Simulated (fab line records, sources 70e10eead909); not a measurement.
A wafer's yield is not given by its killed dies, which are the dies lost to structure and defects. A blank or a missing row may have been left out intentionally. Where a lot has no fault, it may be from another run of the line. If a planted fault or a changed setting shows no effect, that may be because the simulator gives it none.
fab line records	flow nandHarc
[record] lots = 6	wafers = 18	lastDay = 23
route steps=1159 shown P_M1@297
lots with no fault: from the same line, run without faults
startH: the number of hours between the record's first day and the start of the first shown wafer of the lot	waitH: hours elapsed since this lot's preceding step	" identical to the entry in the row above	L1.1+2: one row covering several wafers at once	- no value, or no start given	* or withheld: withheld	< > ~ a bound
route shown NAME@n: a module of which the file shows steps, and the number in the route of the first	usual: average and standard deviation across the fault-free wafers	same: alike in all rows	chamber/n: place in a boat	sites: the reading at each site	_std_site: the standard deviation of these	_edge_site: outer sites' mean less inner sites'	radiusMm: for every site, how far away it sits from the centre of the wafer	mask NAME#n: copy n	behind: the last tool/chamber to shape the wafer	hold: cause of the lot's hold/its duration in hours/its outcome	device: which transistor (n, p or np) failed to switch	end of line: the same wafers' tests at the end of the route	for a step that has no rows: nothing shown but its recipe	killed: not the wafer's yield, but the dies lost to structure and defects at the first sort	map: a wafer's dies, x killed, . not, _ none there
set.NAME: setting as actually run; set.NAME@STEP: the setting as run at that earlier step	model.NAME: the simulator's own value behind a step, which no gauge read
lots at selected steps of the route; one table per step, one row per wafer
services: from which hour (startH, from the record's first day; less than 0 if before it) a tool's chamber was out of use, for how many hours, and why
[[steps]]
[step NHARC_P_M1_INSPECT_11]
[usual] rawDefectCount = 4.3/2.6
lot.wafer	tool	chamber	startH	waitH	rawDefectCount
L444.1	defectInspect-01	-	121.84	0.0	1
L444.2	"	-	"	"	2
L444.6	"	-	"	"	2
L450.2	defectInspect-01	-	148.58	0.0	2
L450.4	"	-	"	"	5
L450.5	"	-	"	"	0
L451.3	defectInspect-02	-	164.20	0.0	3
L451.5	"	-	"	"	1
L451.6	"	-	"	"	3
L452.2	defectInspect-02	-	172.57	0.0	8
L452.3	"	-	"	"	3
L452.6	"	-	"	"	5
L462.1	defectInspect-01	-	232.63	0.0	3
L462.4	"	-	"	"	5
L462.5	"	-	"	"	2
L464.2	defectInspect-02	-	241.46	0.0	4
L464.4	"	-	"	"	3
L464.5	"	-	"	"	3
[step NHARC_P_M1_DESCUM_14]
[recipe] timeS = 3	o2FlowSccm = 200	arFlowSccm = 0	biasPowerW = 0	chemistry = O2
[usual] drypumpMotorCurrentA = 5.4/0.54	o2FlowSccm = 199.9/0.63	oesProductAu = 1.000/0.0098	rfVppV = 57.7/0.83	showerheadPlenumPTorr = 1.93/0.092	throttleValvePct = 11.312/0.0086
lot.wafer	tool	chamber	startH	waitH	drypumpMotorCurrentA	o2FlowSccm	oesProductAu	rfHoursCounterH	rfVppV	showerheadPlenumPTorr	throttleValvePct
L444.1	rieDiel-05	1	121.90	0.1	4.8	200.1	1.017	4	58.6	1.98	11.320
L444.2	"	3	"	"	4.9	200.2	0.997	3	57.9	2.06	11.316
L444.6	"	1	"	"	4.8	200.8	1.000	-	57.3	1.98	11.302
L450.4	rieDiel-05	3	148.65	0.1	4.9	199.3	0.999	4	56.6	2.06	11.318
L450.2	"	1	"	"	4.8	200.7	0.996	4	59.5	1.98	11.302
L450.5	"	3	"	"	4.9	198.9	0.999	-	59.1	2.06	11.314
L451.3	rieDiel-11	0	164.28	0.1	5.0	200.1	0.989	9	57.9	2.04	11.309
L451.5	"	1	"	"	4.9	200.9	0.994	-	56.8	1.81	11.320
L451.6	"	2	"	"	5.4	199.1	1.002	-	56.9	1.82	11.323
L452.2	rieDiel-11	0	172.63	0.1	5.0	199.9	1.004	9	56.7	2.04	11.308
L452.3	"	3	"	"	5.8	199.8	1.013	9	58.6	1.85	11.312
L452.6	"	3	"	"	5.8	199.3	1.005	-	58.2	1.85	11.315
L462.1	rieDiel-13	1	232.70	0.1	5.2	199.7	0.991	10	57.6	1.91	11.313
L462.4	"	3	"	"	5.8	199.9	1.003	9	57.3	1.80	11.306
L462.5	"	0	"	"	5.4	200.4	1.000	-	58.6	1.99	11.301
L464.4	rieDiel-05	2	241.52	0.1	6.3	199.1	1.004	2	58.8	1.88	11.314
L464.2	"	1	"	"	4.8	199.9	1.007	2	59.1	1.98	11.312
L464.5	"	2	"	"	6.3	199.7	1.001	-	57.6	1.88	11.323
[step NHARC_P_M1_ETCH_35]
[recipe] targetDepthA = 400	overetchA = 120	timeS = 43.94	ionEnergyEv = 200	n2FlowSccm = 150	h2FlowSccm = 150	arFlowSccm = 0	rfW = 400	biasW = 150	chemistry = N2/H2
[usual] drypumpMotorCurrentA = 5.4/0.53	oesProductAu = 1.002/0.0096	rfVppV = 430.8/2.8	showerheadPlenumPTorr = 2.05/0.099	throttleValvePct = 14.171/0.0088
lot.wafer	tool	chamber	startH	waitH	drypumpMotorCurrentA	oesProductAu	rfHoursCounterH	rfVppV	showerheadPlenumPTorr	throttleValvePct
L444.2	rieDiel-05	1	122.01	0.1	4.8	0.992	4	433.8	2.11	14.169
L444.1	"	0	"	"	5.9	0.999	4	431.4	2.01	14.161
L444.6	"	1	"	"	4.8	1.003	-	431.6	2.11	14.189
L450.2	rieDiel-05	1	148.73	0.1	4.8	0.976	4	432.5	2.11	14.169
L450.4	"	3	"	"	4.9	0.993	4	434.3	2.20	14.190
L450.5	"	2	"	"	6.3	1.000	-	429.2	2.00	14.179
L451.3	rieDiel-11	3	164.35	0.1	5.8	1.002	8	429.5	1.97	14.163
L451.6	"	1	"	"	4.9	1.000	-	428.5	1.93	14.171
L451.5	"	2	"	"	5.4	0.990	-	426.1	1.94	14.183
L452.3	rieDiel-11	3	172.73	0.1	5.8	1.009	9	429.2	1.97	14.173
L452.2	"	1	"	"	4.9	0.987	9	427.7	1.93	14.164
L452.6	"	0	"	"	5.0	0.999	-	433.1	2.18	14.175
L462.4	rieDiel-13	0	232.77	0.1	5.4	1.002	11	434.6	2.12	14.158
L462.1	"	3	"	"	5.8	0.995	9	426.7	1.92	14.170
L462.5	"	1	"	"	5.1	1.000	-	430.5	2.03	14.175
L464.2	rieDiel-05	1	241.60	0.1	4.8	1.016	2	432.2	2.11	14.158
L464.4	"	3	"	"	4.9	1.008	2	434.3	2.20	14.180
L464.5	"	2	"	"	6.3	1.009	-	429.7	2.00	14.158
[step NHARC_P_M1_ETCH_15]
[recipe] targetDepthA = 1825	timeS = 91.2	c4f8FlowSccm = withheld	arFlowSccm = 400	rfW = 600	biasW = 300	chemistry = C4F8/Ar
[step NHARC_P_M1_CD_MEAS_16]
[usual] cdNm = 129.9/0.66
lot.wafer	tool	chamber	startH	waitH	cdNm
L444.1	cdSem-02	-	122.23	-	130.0
L444.2	"	-	"	"	129.6
L444.6	"	-	"	"	129.8
L450.2	cdSem-03	-	148.95	-	129.6
L450.4	"	-	"	"	129.9
L450.5	"	-	"	"	128.9
L451.3	cdSem-02	-	164.56	-	129.1
L451.5	"	-	"	"	129.7
L451.6	"	-	"	"	130.3
L452.2	cdSem-01	-	172.98	-	129.6
L452.3	"	-	"	"	129.6
L452.6	"	-	"	"	128.9
L462.1	cdSem-02	-	233.00	-	129.8
L462.4	"	-	"	"	129.2
L462.5	"	-	"	"	129.2
L464.2	cdSem-01	-	241.83	-	129.3
L464.4	"	-	"	"	130.6
L464.5	"	-	"	"	130.6
[step NHARC_P_M1_STRIP_18]
[recipe] powerW = 1000	n2FlowSccm = 150	h2FlowSccm = 150	arFlowSccm = 0	biasW = 0	chemistry = N2/H2
[usual] drypumpMotorCurrentA = 5.5/0.44	oesProductAu = 0.997/0.01	rfVppV = 90.7/1.1	showerheadPlenumPTorr = 2.04/0.1	throttleValvePct = 14.171/0.0096
lot.wafer	tool	chamber	startH	waitH	drypumpMotorCurrentA	oesProductAu	rfHoursCounterH	rfVppV	showerheadPlenumPTorr	throttleValvePct
L444.1	rieDiel-11	2	122.30	0.1	5.4	1.001	4.5	89.4	1.94	14.173
L444.2	"	0	"	"	5.0	1.012	6.3	91.0	2.18	14.174
L444.6	"	3	"	"	5.7	1.004	-	90.8	1.97	14.175
L450.2	rieDiel-11	2	149.02	0.1	5.4	1.003	5.9	90.8	1.94	14.180
L450.4	"	0	"	"	5.0	1.005	8.1	91.4	2.18	14.159
L450.5	"	2	"	"	5.4	0.996	-	90.1	1.94	14.192
L451.3	rieDiel-11	1	164.71	0.1	4.9	1.002	8.4	89.6	1.93	14.160
L451.5	"	2	"	"	5.4	0.999	-	90.7	1.94	14.177
L451.6	"	3	"	"	5.8	1.008	-	88.6	1.97	14.168
L452.2	rieDiel-13	1	173.11	0.1	5.2	0.980	5.7	90.6	2.03	14.161
L452.3	"	2	"	"	5.9	0.971	4.9	92.6	2.20	14.181
L452.6	"	0	"	"	5.4	0.997	-	91.8	2.12	14.159
L462.1	rieDiel-05	0	233.10	0.1	6.0	1.008	1.6	90.7	2.01	14.175
L462.4	"	2	"	"	6.3	1.002	1.3	88.0	2.00	14.155
L462.5	"	0	"	"	6.0	0.990	-	90.8	2.01	14.171
L464.2	rieDiel-11	0	241.90	0.1	5.0	1.008	2.2	91.4	2.18	14.182
L464.4	"	2	"	"	5.4	0.996	3.7	89.1	1.94	14.189
L464.5	"	0	"	"	5.0	0.999	-	89.7	2.18	14.166
[step NHARC_P_M1_ETCH_28]
[recipe] targetDepthA = 300	overEtchFrac = 0.3	timeS = 72.99	ionEnergyEv = 150	cf4FlowSccm = 50	n2FlowSccm = 100	arFlowSccm = 150	rfW = 300	biasW = 100	chemistry = CF4/N2
[step NHARC_P_M1_STRIP_19]
[recipe] timeS = 600	tempC = 30	chemistry = postEtchResidueRemover
[step NHARC_P_M1_DEGAS_29]
[recipe] tempC = 250	timeS = 60
[step NHARC_P_M1_PRE_CLEAN_30]
[recipe] timeS = 30	tempC = 280	gas = H2/He
[step NHARC_P_M1_PVD_20]
[recipe] targetThkA = 50	biasV = 168.6	powerW = 15000	chamberPressurePa = 0.12	timeS = 8.06	substrateTempC = 50	material = TaN
[usual] throttleValvePct = 30.5/1
lot.wafer	tool	chamber	startH	waitH	throttleValvePct
L444.2	pvdSputter-01	-	-	-	31.7
L444.1	"	-	"	"	31.7
L444.6	"	-	"	"	30.0
L450.2	pvdSputter-01	-	-	-	29.8
L450.4	"	-	"	"	32.2
L450.5	"	-	"	"	29.9
L451.3	pvdSputter-02	-	-	-	30.3
L451.5	"	-	"	"	29.8
L451.6	"	-	"	"	29.8
L452.3	pvdSputter-01	-	-	-	31.6
L452.2	"	-	"	"	30.4
L452.6	"	-	"	"	31.8
L462.1	pvdSputter-01	-	-	-	30.7
L462.4	"	-	"	"	31.8
L462.5	"	-	"	"	30.7
L464.2	pvdSputter-02	-	-	-	29.8
L464.4	"	-	"	"	29.3
L464.5	"	-	"	"	29.6
[step NHARC_P_M1_PVD_21]
[recipe] targetThkA = 300	chamberPressurePa = 5	powerW = 5000	substrateTempC = 30	timeS = 20.49	material = Cu
[step NHARC_P_M1_ECD_22]
[recipe] targetThkA = 4000	bathTempC = 25	material = Cu
lot.wafer	tool	chamber	startH	waitH
L444.2+1+6	ecdCu-01	0,1,1	123.73	-
L450.2+4+5	ecdCu-01	1,1,0	150.07	-
L451.3+6+5	ecdCu-01	0,0,1	165.74	-
L452.2+3+6	ecdCu-01	0,1,1	174.11	-
L462.1+4+5	ecdCu-01	0,1,1	234.09	-
L464.2+4+5	ecdCu-02	0,1,0	242.98	-
[step NHARC_P_M1_ANNEAL_31]
[recipe] tempC = 225	timeS = 90
[usual] wafer_temp_C_max = 225.97/0.25
lot.wafer	tool	chamber	startH	waitH	wafer_temp_C_max
L444.1	rtpAnneal-02	0	124.23	-	225.93
L444.2	"	0	"	"	225.76
L444.6	"	0	"	"	225.36
L450.2	rtpAnneal-02	0	150.46	0.3	225.90
L450.4	"	0	"	"	225.84
L450.5	"	0	"	"	226.01
L451.3	rtpAnneal-02	0	166.23	0.4	225.83
L451.5	"	0	"	"	225.85
L451.6	"	0	"	"	225.60
L452.2	rtpAnneal-02	0	174.48	-	226.00
L452.3	"	0	"	"	226.38
L452.6	"	0	"	"	225.94
L462.1	rtpAnneal-01	0	234.47	0.3	226.01
L462.4	"	0	"	"	226.06
L462.5	"	0	"	"	225.64
L464.2	rtpAnneal-01	0	243.36	-	225.76
L464.4	"	0	"	"	226.15
L464.5	"	0	"	"	225.69
[step NHARC_P_M1_CMP_23]
[recipe] tOverpolishS = 20	targetThkNm = 157.82
[usual] motorCurrentA = 12.0/1.3	timeToEndpointS = 28.7/3
lot.wafer	tool	chamber	startH	waitH	motorCurrentA	timeToEndpointS
L444.2	cmp-02	2	124.60	-	14.0	27.0
L444.1	"	3	"	"	9.9	27.2
L444.6	"	1	"	"	11.7	25.0
L450.2	cmp-03	3	150.80	-	12.5	30.2
L450.4	"	0	"	"	11.5	26.9
L450.5	"	3	"	"	12.6	32.9
L451.3	cmp-03	1	166.77	-	13.6	23.7
L451.5	"	2	"	"	10.5	26.5
L451.6	"	3	"	"	13.0	9.3
L452.3	cmp-03	3	174.83	-	12.9	32.0
L452.2	"	0	"	"	12.6	7.5
L452.6	"	2	"	"	10.4	8.9
L462.4	cmp-03	3	234.82	-	12.6	36.4
L462.1	"	2	"	"	10.3	34.0
L462.5	"	3	"	"	12.2	36.5
L464.2	cmp-03	2	243.67	-	10.5	31.6
L464.4	"	3	"	"	12.4	34.0
L464.5	"	1	"	"	14.7	28.5
[step NHARC_P_M1_THK_MEAS_24]
[recipe] thkMeasGauge = xrf
[usual] thkNm = 157.8/1.5
lot.wafer	tool	chamber	startH	waitH	thkNm
L444.1	filmMetro-02	-	124.89	-	156.6
L444.2	"	-	"	"	156.4
L444.6	"	-	"	"	157.1
L450.2	filmMetro-01	-	151.09	-	159.9
L450.4	"	-	"	"	155.9
L450.5	"	-	"	"	159.2
L451.3	filmMetro-01	-	167.00	-	158.9
L451.5	"	-	"	"	159.2
L451.6	"	-	"	"	135.9
L452.2	filmMetro-01	-	175.09	-	142.2
L452.3	"	-	"	"	157.5
L452.6	"	-	"	"	140.4
L462.1	filmMetro-02	-	235.14	-	157.9
L462.4	"	-	"	"	159.5
L462.5	"	-	"	"	161.6
L464.2	filmMetro-01	-	243.97	-	156.6
L464.4	"	-	"	"	159.8
L464.5	"	-	"	"	156.9
[step NHARC_P_M1_SRD_25]
[[services]]
tool	chamber	startH	hours	kind
rieDiel-13	-	99.00	9.0	pm
rieDiel-13	3	108.97	5.8	repair
rieDiel-05	0	117.56	1.6	repair
rieDiel-11	0	119.52	-	clean
rieDiel-11	1	119.52	-	clean
cmp-02	-	128.50	4.0	pm
cmp-02	-	154.54	0.5	repair
cmp-03	-	156.09	4.0	pm
pvdSputter-01	-	158.00	10.0	pm
ecdCu-01	-	160.92	1.2	repair
rieDiel-05	-	163.61	9.0	pm
rieDiel-11	2	172.02	2.8	repair
ecdCu-02	-	175.77	0.7	repair
ecdCu-02	-	178.58	6.1	repair
ecdCu-02	-	184.69	8.0	pm
rieDiel-11	-	189.50	9.0	pm
ecdCu-01	-	191.85	2.2	repair
cmp-03	-	192.99	1.1	repair
cmp-03	-	212.43	3.1	repair
pvdSputter-02	-	214.12	10.0	pm
rieDiel-11	0	221.86	9.0	repair
cmp-02	-	226.50	4.0	pm
cmp-03	-	230.66	1.6	repair
cmp-02	-	239.07	0.5	repair
[[key]]
[firstSign] step = NHARC_P_M1_CMP_23	reading = timeToEndpointS	direction = down	sigmas = 6.7	usual = *	struck = *
[effect] step = NHARC_P_M1_THK_MEAS_24	reading = thkNm	direction = down	sigmas = 12	usual = 157.8	struck = 139.5
metAt NHARC_P_M1_ECD_22
struckWafers L451.6,L452.2,L452.6
laterRowsLeftOut L451.6,L452.2,L452.6
sortLeftOut L451.6,L452.2,L452.6
onsetBetween 150.07 165.74
[fault] kind = processParameterDrift	tool = ecdCu-01	chamber = -	onsetH = 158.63	steps = NHARC_P_M1_ECD_22	channel = targetThkA	offset = *	shape = step	endH = 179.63	scope = struckWafersOnly	actsIn = *	stated = *
// sortLeftOut: the simulated sort isn't trusted on such a fault, so these wafers' sort isn't shown, and their yield isn't known
// laterRowsLeftOut: the simulator's readings of these wafers behind a module that went badly wrong aren't trusted and aren't shown, but for the sort
